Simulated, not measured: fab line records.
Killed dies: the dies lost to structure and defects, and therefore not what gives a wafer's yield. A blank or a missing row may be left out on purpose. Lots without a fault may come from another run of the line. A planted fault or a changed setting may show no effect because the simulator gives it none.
Struck lot and sound lot, side by side / flow nand-harc / 25 steps out of a route of 1302
Sound: wafers L589.2, L589.4, L589.5. Wafers struck: L581.2, L581.3, L581.5. The cause is named last.
Each step with rows lists, per side, the tool, then ch with its chambers, then its first start. Under that, the readings that differ: sound wafers / struck wafers / difference of the means / sigmas: that difference in standard deviations of wafers without a fault.
alike: a reading whose means differ by less than 2 such deviations, as well as words and numbers matching on both sides. not compared: withheld readings; readings where some wafer has no value; bounds like >300 that might hide an equal value; numbers whose values overlap and for which the record gives no deviation.
A row with sigmas, a row that says differs or no value, or rows on one side alone: a step with any of these is where the two part. When numbers do not overlap yet have no deviation, they are printed without sigmas and do not part them. A reading missing from all wafers of one side parts the sides only when that side holds two or more wafers.

NHARC_P_ZERO_WELL_CD_MEAS_37 targets a cd of 720 nm.
  sound on cd-sem-02 ch 0, day 10 18:13; struck on cd-sem-01 ch 0, day 7 10:19
  alike: cd-nm
then, 1 step without rows for these wafers: NHARC_P_ZERO_WELL_HARDBAKE_38 (time 80 s).
NHARC_P_ZERO_WELL_DESCUM_39: chemistry O2, time 3 s.
  sound on rie-diel-02 ch 0,3, day 10 18:23; struck on rie-diel-02 ch 2,3, day 7 10:28
  alike: drypump-motor-current-A, oes-product-au, rf-vpp-V, showerhead-plenum-p-Torr, throttle-valve-pct
  not compared: rf-hours-counter-h
then, 9 steps without rows for these wafers: NHARC_P_ZERO_WELL_IMPLANT_40; NHARC_P_ZERO_WELL_IMPLANT_59; NHARC_P_ZERO_WELL_IMPLANT_60; NHARC_P_ZERO_WELL_STRIP_41 (strips in SPM, time 840 s); NHARC_P_ZERO_WELL_DEHYDRATE_44 (time 120 s); NHARC_P_ZERO_WELL_HMDS_45 (time 30 s); NHARC_P_ZERO_WELL_COAT_46; NHARC_P_ZERO_WELL_SOFTBAKE_47 (time 95 s); NHARC_P_ZERO_WELL_EBR_48.
NHARC_P_ZERO_WELL_EXPOSE_49: exposes mask P HVPW, target cd 2000 nm.
  sound on krf-scanner-01 ch 0, day 10 19:34; struck on krf-scanner-01, day 7 11:49
  no value came back on the struck wafers for exposure-dose-mJ-cm2, focus-offset-nm (nm); on the sound wafers exposure-dose-mJ-cm2 reads 22.655 22.623 22.644
  alike: mask
then, 2 steps without rows for these wafers: NHARC_P_ZERO_WELL_PEB_50 (peb time 85 s); NHARC_P_ZERO_WELL_DEVELOP_51 (time 70 s).
NHARC_P_ZERO_WELL_CD_MEAS_52 targets a cd of 2000 nm.
  sound on cd-sem-03 ch 0, day 10 19:44; struck on cd-sem-01 ch 0, day 7 11:58
reading=cd-nm (nm); sound=2001.4 2001.5 2001.1; struck=- - -; difference=no value on the struck wafers; sigmas=
then, 1 step without rows for these wafers: NHARC_P_ZERO_WELL_HARDBAKE_53 (time 80 s).
NHARC_P_ZERO_WELL_DESCUM_54: chemistry O2, time 3 s.
  sound on rie-diel-02 ch 1,2, day 10 19:53; struck on rie-diel-02 ch 1,2,3, day 7 12:09
reading=showerhead-plenum-p-Torr (Torr); sound=1.92 2.08 2.08; struck=1.89 1.77 1.93; difference=-0.16; sigmas=-3
reading=model.P_ZERO_WELL.cd-nm (nm); sound=2002 2001 2001; struck=719.6 723.4 720.9; difference=-1280.0; sigmas=
  alike: drypump-motor-current-A, oes-product-au, rf-vpp-V, throttle-valve-pct
  not compared: rf-hours-counter-h
then, 5 steps without rows for these wafers: NHARC_P_ZERO_WELL_IMPLANT_55; NHARC_P_ZERO_WELL_IMPLANT_61; NHARC_P_ZERO_WELL_STRIP_56 (strips in SPM, time 840 s); NHARC_P_ZERO_WELL_PRECLEAN_68 (cleans in SC1, time 60 s); NHARC_P_ZERO_WELL_SRD_69.
NHARC_P_ZERO_WELL_RTA_42: time 300 s.
  sound on rtp-anneal-01 ch 0, day 10 20:58; struck on rtp-anneal-02 ch 0, day 7 13:13
reading=lamp-power-pct (%); sound=42 42 42; struck=30 30 30; difference=-12; sigmas=-2
reading=lamp_zone_2_pct (%); sound=42 42 42; struck=30 30 30; difference=-12; sigmas=-2
  alike: wafer_temp_C_max
NHARC_P_ZERO_WELL_INSPECT_43:
  sound on defect-inspect-01, day 10 21:32; struck on defect-inspect-01, day 7 13:47
reading=raw-defect-count; sound=9 16 5; struck=1061 1123 1028; difference=+1061; sigmas=+99 or more

WHERE THEY PART
Earliest at NHARC_P_ZERO_WELL_EXPOSE_49; latest, in this record, at NHARC_P_ZERO_WELL_INSPECT_43.

WHY: what the simulator had put in
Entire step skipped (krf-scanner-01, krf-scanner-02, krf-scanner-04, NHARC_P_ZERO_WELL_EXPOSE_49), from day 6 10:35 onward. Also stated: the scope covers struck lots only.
